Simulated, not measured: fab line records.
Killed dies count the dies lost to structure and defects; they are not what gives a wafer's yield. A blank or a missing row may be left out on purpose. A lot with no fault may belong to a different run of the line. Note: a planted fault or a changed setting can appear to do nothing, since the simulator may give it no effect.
Which tool is to blame?    flow n5Finfet    35 wafers from 12 lots sampled at 3 of the route's 1938 steps

WHAT EACH GAUGE READ, for each wafer
N5_BEOL_M11_CD_MEAS_35: the cd target is 70 nm. Usual: cdNm reads 69.9 nm (standard deviation 0.46).
lot   measured      on        cdNm (nm)       flag
L739  day 9 17:52   cdSem-02  69.8 70.8 70.8  
L741  day 11 01:12  cdSem-03  70.5 71.1 71.1  
L743  day 11 16:45  cdSem-03  70.0 69.0 69.9  
L744  day 11 17:19  cdSem-01  69.5 69.8 69.3  
L750  day 13 02:20  cdSem-01  70.5 70.8 70.4  
L751  day 13 04:56  cdSem-02  70.2 69.7       
L752  day 13 05:15  cdSem-02  69.4 69.6 69.7  
L753  day 14 03:35  cdSem-01  70.4 70.3 69.7  
L754  day 14 04:16  cdSem-01  70.6 70.1 70.7  
L756  day 15 00:41  cdSem-01  70.3 70.1 69.8  
L757  day 15 11:06  cdSem-02  70.4 70.1 69.8  
L761  day 16 13:12  cdSem-03  69.5 69.4 69.3  

N5_BEOL_M11_INSPECT_58: inspects for defects (darkfield). Usual: rawDefectCount reads 85 (standard deviation 29).
lot   measured      on                rawDefectCount  flag
L739  day 9 21:08   defectInspect-02  53 77 32        
L741  day 11 03:25  defectInspect-01  190 144 106     
L743  day 11 19:11  defectInspect-02  88 58 118       
L744  day 11 20:43  defectInspect-01  71 71 55        
L750  day 13 06:20  defectInspect-02  51 100 61       
L751  day 13 07:19  defectInspect-01  44 62           
L752  day 13 08:06  defectInspect-01  60 66 52        
L753  day 14 05:49  defectInspect-01  71 47 46        
L754  day 14 07:20  defectInspect-01  79 57 71        
L756  day 15 04:52  defectInspect-02  93 88 109       
L757  day 15 13:16  defectInspect-01  105 124 82      
L761  day 16 17:14  defectInspect-02  66 56 110       

WHAT TOOL EACH LOT RAN ON (gives the tool, then ch and the chambers of the sampled wafers, and finally the start)
lot   N5_BEOL_M11_ETCH_66
L739  rieDiel-06 ch 0,2,3, day 9 17:17
L741  rieDiel-06 ch 1,2, day 11 00:38
L743  rieDiel-06 ch 0,1, day 11 16:11
L744  rieDiel-01 ch 0,3, day 11 16:45
L750  rieDiel-02 ch 1,2,3, day 13 01:46
L751  rieDiel-02 ch 1,3, day 13 04:23
L752  rieDiel-01 ch 1,2,3, day 13 04:41
L753  rieDiel-02 ch 2,3, day 14 03:02
L754  rieDiel-02 ch 1,3, day 14 03:42
L756  rieDiel-01 ch 0,1,2, day 15 00:07
L757  rieDiel-06 ch 1,2,3, day 15 10:32
L761  rieDiel-06 ch 1,2,3, day 16 12:38
- N5_BEOL_M11_ETCH_66: etches SOC in N2/H2, target depth 120 nm, overetch 24 nm, time 180 s.

AS READ BY THE TOOLS THEMSELVES (means over the sampled wafers that have a number; for cases with no such wafer, the mark the record gives instead)
N5_BEOL_M11_ETCH_66. Usual: drypumpMotorCurrentA 5.7 A, standard deviation 0.5; oesProductAu 0.65 a.u., standard deviation 0.069; rfVppV 523.1 V, standard deviation 2.3; showerheadPlenumPTorr 2.51 Torr, standard deviation 0.079; throttleValvePct 17.71 %, standard deviation 0.2.
lot   tool        drypumpMotorCurrentA (A)  oesProductAu (a.u.)  rfVppV (V)  showerheadPlenumPTorr (Torr)  throttleValvePct (%)  flag
L739  rieDiel-06  5.8                       0.67                 521.6       2.49                          17.56                 
L741  rieDiel-06  6.3                       0.65                 526.5       2.62                          17.78                 
L743  rieDiel-06  6.1                       0.71                 523.0       2.55                          17.58                 
L744  rieDiel-01  5.0                       0.63                 523.2       2.52                          17.81                 
L750  rieDiel-02  5.9                       0.66                 523.6       2.52                          17.79                 
L751  rieDiel-02  5.8                       0.64                 524.7       2.54                          17.80                 
L752  rieDiel-01  5.1                       0.62                 521.5       2.45                          17.67                 
L753  rieDiel-02  5.7                       0.59                 524.5       2.56                          17.92                 
L754  rieDiel-02  5.9                       0.65                 523.0       2.52                          17.75                 
L756  rieDiel-01  5.5                       0.59                 523.0       2.50                          17.85                 
L757  rieDiel-06  6.1                       0.69                 524.1       2.54                          17.60                 
L761  rieDiel-06  6.1                       0.68                 524.3       2.54                          17.62                 

THE ANSWER, worked out from the rows above alone
Rule: a lot counts as off when the mean over its wafers that have a number is more than 3 standard deviations away from the usual mean. Also off: a lot with no number at a reading for which 4 or more lots have one. All remaining lots with rows at the step are treated as sound. After the gauges, taken in route order, come the tools' own readings; for these a lot's mean is taken, as printed above. At the first step where some lot is off, the reading lying furthest off is the one used; lots without a number count as furthest.
No lot is off at any reading shown: from this, nothing can be told.

WHAT THE SIMULATOR PUT IN
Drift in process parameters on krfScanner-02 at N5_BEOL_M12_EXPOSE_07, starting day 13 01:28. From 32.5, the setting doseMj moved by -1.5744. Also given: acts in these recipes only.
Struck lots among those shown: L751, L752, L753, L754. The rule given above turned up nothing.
